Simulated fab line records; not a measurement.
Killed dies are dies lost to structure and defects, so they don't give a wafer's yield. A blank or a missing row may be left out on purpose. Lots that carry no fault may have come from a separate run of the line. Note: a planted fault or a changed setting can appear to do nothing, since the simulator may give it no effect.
Problem report in the 8D (eight disciplines) form, filled by code || flow n5_finfet || the parts of the form that need people (team, actions taken, sign-off) are left out

== 1. PROBLEM STATEMENT ==
Mean of cathode_dc_power_W at N5_BEOL_M10_SPUTTER_48: 31534 W over 2 wafers from 1 lot, against 26000 W (standard deviation 4.2) on wafers with no fault. So: +99 or more standard deviations from the usual mean.
The step: material Cu, target thk 12 nm, time 2 s.
The first sign was on wafer L705.4 at day 13 16:45, on pvd_sputter-02. Wafers with a number at this step in the record: 36, from 13 lots. Rule for "out", or "out of limits": more than 4 standard deviations from the usual mean. All remaining wafers that have a number are taken as sound.

== 2. WHAT THIS IS AND IS NOT ==
{"question": "which readings at this step", "is": "cathode_dc_power_W", "is not": "throttle_valve_pct"}
{"question": "which lots", "is": "L705", "is not": "L692, L693, L694, L696, L700, L703, L709, L711, L712, L713, L714, L715"}
{"question": "which wafers of those lots", "is": "L705.4, L705.5", "is not": "L705.6"}
{"question": "read on which tools", "is": "pvd_sputter-02", "is not": "pvd_sputter-01, pvd_sputter-03"}
{"question": "when", "is": "from day 13 16:45", "is not": "up to then (17 sound wafers); but 17 sound wafers of L709, L711, L712, L713, L714, L715 came after"}

== 3. SUSPECTS, AND WHAT RULES EACH OUT ==
Counting: any tool at a process step up to the reading remains a suspect provided it ran every lot that is out. Sound lots after the first of them don't rule it out here, since some wafers of a struck lot are sound.
- pvd_sputter-02 at N5_BEOL_M10_DEGAS_44 (time 60 s): kept. It ran the lot that is out, L705 (day 13 14:40).
- pvd_sputter-02 at N5_BEOL_M10_SPUTTER_48 (material Cu, target thk 12 nm, time 2 s): kept. It ran the lot that is out, L705 (day 13 16:45); its last sound lot up to then is L700 (day 11 19:09). Out on those wafers are its own readings of cathode_dc_power_W.
What counting leaves: pvd_sputter-02 at N5_BEOL_M10_DEGAS_44 and pvd_sputter-02 at N5_BEOL_M10_SPUTTER_48.

== 4. THE CAUSE (what the simulator had put in) ==
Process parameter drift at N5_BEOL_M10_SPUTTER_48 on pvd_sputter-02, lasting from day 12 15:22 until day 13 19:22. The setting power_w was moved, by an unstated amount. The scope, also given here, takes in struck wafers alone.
This tool is one of the 2 suspects left after counting.

== 5. THE EFFECT CHAIN, in route order ==
Each row: a reading whose mean over the struck wafers that have a number lies more than 3 standard deviations from the usual. Only readings for which the record gives a usual standard deviation are gone through. hours: the time from each lot's start at the first step in this table that gives one to its start at this step, as a median over the lots. sigmas: the change in usual standard deviations.
{"hours": 0, "step": "N5_BEOL_M10_SPUTTER_48", "reading": "cathode_dc_power_W", "usual": "26000 W", "on struck wafers": 31534, "change": "+5534", "sigmas": "+99 or more"}
The process steps in it:
- N5_BEOL_M10_SPUTTER_48: material Cu, target thk 12 nm, time 2 s.
At these later measuring or inspecting steps, every struck wafer for which the step has a row has a number for every such reading, and none has moved that far: N5_BEOL_M10_INSPECT_58.

== 6. HOW IT WOULD HAVE BEEN CAUGHT EARLIER ==
The fault began at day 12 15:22; the first out-of-limits reading in this record came at day 13 16:45, 25 hours later.
